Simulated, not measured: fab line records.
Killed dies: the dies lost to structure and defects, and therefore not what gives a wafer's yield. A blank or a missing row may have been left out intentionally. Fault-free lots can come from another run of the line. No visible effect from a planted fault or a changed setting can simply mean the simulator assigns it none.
Chamber matching ; flow nandHarc ; NHARC_P_CONTACT_ETCH_35 on rieDiel-06: 4 sister chambers
The step etches the open film in CF4, target depth 39 nm, time 65 s. 4 wafers are shown with their chamber, then 11 later ones without.

## WAFERS, EACH WITH ITS CHAMBER
wafer;chamber;drypumpMotorCurrentA (A)
L079.6;3;5.0
L087.4;2;5.8
L087.6;1;5.2
L088.4;0;6.0

## WAFERS WHOSE CHAMBER IS MISSING
wafer;drypumpMotorCurrentA (A)
L088.5;6.0
L088.6;5.2
L089.1;5.2
L089.2;6.0
L089.4;5.3
L091.1;6.0
L091.4;5.8
L091.5;6.1
L095.2;6.0
L095.4;5.1
L095.6;5.1

## WHICH CHAMBER EACH WENT THROUGH
wafer;from the rows above;in truth
L088.5;0;0
L088.6;1;1
L089.1;1;1
L089.2;0;0
L089.4;1;1
L091.1;0;0
L091.4;2;2
L091.5;0;0
L095.2;0;0
L095.4;can't be placed: 3 or 1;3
L095.6;can't be placed: 3 or 1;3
9 of 11 placed correctly. Cannot be placed on the basis of these rows: 2; the candidates contain the true chamber in 2. 0 placed wrongly.
How it was worked out, from the rows above alone: a wafer's distance from a chamber is the root of the sum, over the readings, of the square of ((its reading less the chamber's mean) divided by the reading's scatter). The wafer belongs to the nearest chamber; if the next one is less than 2 further off, it can't be placed. A chamber's mean is the mean of its shown wafers. The scatter: root of mean squared gap, hidden wafer to nearest shown wafer, with one shown wafer a chamber.
